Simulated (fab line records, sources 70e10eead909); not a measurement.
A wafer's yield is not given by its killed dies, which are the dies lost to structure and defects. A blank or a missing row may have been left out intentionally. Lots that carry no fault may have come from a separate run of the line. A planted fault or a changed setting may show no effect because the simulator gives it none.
Commonality check across tools -- flow nand harc -- 14 lots, 42 wafers sampled

WHY THIS WAS OPENED
On 2 of the 14 lots, a flag is raised at NHARC_A_ONON_D1_THK_MEAS_02 on the reading thk nm. No-fault wafers: 999 nm, standard deviation 9.7.
Rule: flag the lot when none of its wafers has a number, or when each of its wafers that has one lies beyond 4 standard deviations from that mean. As for the other lots, they are considered sound.

lot,measured,on,"thk nm (nm), wafer by wafer",flag
L422,day 7 14:48,film metro-01,997 996 998,
L423,day 7 20:07,film metro-02,995 993 994,
L424,day 7 20:08,film metro-02,992 991 991,
L426,day 8 13:16,film metro-02,1002 1002 1002,
L425,day 8 13:16,film metro-01,1004 1002 1004,
L427,day 8 20:41,film metro-01,975 976 975,
L428,day 9 09:40,film metro-02,985 987 987,
L429,day 9 19:20,film metro-02,996 995 995,
L432,day 10 03:14,film metro-02,1568 1567 1566,FLAGGED
L435,day 10 16:00,film metro-01,1586 1587 1587,FLAGGED
L439,day 12 00:20,film metro-02,995 995 994,
L440,day 12 16:38,film metro-01,1009 1011 1010,
L443,day 12 16:46,film metro-01,1007 1006 1006,
L445,day 13 05:10,film metro-01,1003 1005 1002,
Average over the flagged lots: 1577 nm; offset from the usual +578 nm, equal to +60 standard deviations.

TOOL THAT RAN EACH LOT
Before the reading, the record contains 2 process steps out of a 1159-step route. In each cell: the tool, then ch and the chambers that the sampled wafers went through, then the start.
lot,flag,NHARC_P_BONDPAD_PVD_27,NHARC_A_ONON_D1_DEP_00
L422,,"pvd sputter-03, day 6 12:34 or earlier","pecvd onon-02 ch 0, day 7 14:17"
L423,,"pvd sputter-03, day 6 21:46 or earlier","pecvd onon-01 ch 0, day 7 19:43"
L424,,"pvd sputter-02, day 6 22:10 or earlier","pecvd onon-04 ch 0, day 7 19:37"
L426,,"pvd sputter-03, day 7 14:13 or earlier","pecvd onon-01 ch 0, day 8 12:45"
L425,,"pvd sputter-01, day 7 13:34 or earlier","pecvd onon-02 ch 0, day 8 12:52"
L427,,"pvd sputter-02, day 7 20:17 or earlier","pecvd onon-02 ch 0, day 8 20:14"
L428,,"pvd sputter-03, day 8 03:23 or earlier","pecvd onon-02 ch 0, day 9 09:10"
L429,,"pvd sputter-01, day 8 15:48 or earlier","pecvd onon-04 ch 0, day 9 18:59"
L432,FLAGGED,"pvd sputter-02, day 9 02:54 or earlier","pecvd onon-04 ch 0, day 10 02:44"
L435,FLAGGED,"pvd sputter-01, day 9 16:14 or earlier","pecvd onon-04 ch 0, day 10 15:29"
L439,,"pvd sputter-03, day 11 00:50 or earlier","pecvd onon-01 ch 0, day 11 23:56"
L440,,"pvd sputter-03, day 11 15:36 or earlier","pecvd onon-01 ch 0, day 12 16:10"
L443,,"pvd sputter-01, day 11 17:09 or earlier","pecvd onon-02 ch 0, day 12 16:16"
L445,,"pvd sputter-01, day 12 07:10 or earlier","pecvd onon-01 ch 0, day 13 04:40"
What the steps here do:
- NHARC_P_BONDPAD_PVD_27: deposits Cu, target thk 30 nm, time 20.49 s.
- NHARC_A_ONON_D1_DEP_00: target thk 1000 nm.
- NHARC_A_ONON_D1_THK_MEAS_02: measures by ellipsometry.

FLAGGED OVER TOTAL, TOOL BY TOOL (the gauges that took the reading come last)
step,tool,lots run,flagged,share of the flagged lots,sound lots run after its first flagged lot
NHARC_P_BONDPAD_PVD_27,pvd sputter-01,5,1,some,"2 (L443,L445)"
NHARC_P_BONDPAD_PVD_27,pvd sputter-02,3,1,some,0
NHARC_P_BONDPAD_PVD_27,pvd sputter-03,6,0,none,-
NHARC_A_ONON_D1_DEP_00,pecvd onon-01,5,0,none,-
NHARC_A_ONON_D1_DEP_00,pecvd onon-02,5,0,none,-
NHARC_A_ONON_D1_DEP_00,pecvd onon-04,4,2,all,0
NHARC_A_ONON_D1_THK_MEAS_02,film metro-01,7,1,some,"3 (L440,L443,L445)"
NHARC_A_ONON_D1_THK_MEAS_02,film metro-02,7,1,some,1 (L439)
Because NHARC_P_BONDPAD_PVD_27 lacks a start for some lots, the hours and order of its lots are taken from NHARC_P_BONDPAD_INSPECT_23.

WHAT THE TABLE PERMITS
All flagged lots share 1 row of the table, namely pecvd onon-04 at NHARC_A_ONON_D1_DEP_00.
- pecvd onon-04 at NHARC_A_ONON_D1_DEP_00 ran 4 lots, 2 of them flagged. A fault beginning between L429 (day 9 18:59), its last sound lot, and L432 (day 10 02:44), its first flagged one, fits the data.
What remains is a single tool, pecvd onon-04 at NHARC_A_ONON_D1_DEP_00.

WHAT HAD BEEN PUT IN BY THE SIMULATOR
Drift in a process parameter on pecvd onon-04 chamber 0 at NHARC_A_ONON_D1_DEP_00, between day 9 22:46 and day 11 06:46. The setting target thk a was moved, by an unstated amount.
Struck lots among those shown: L432, L435. The rule given above showed the same thing.
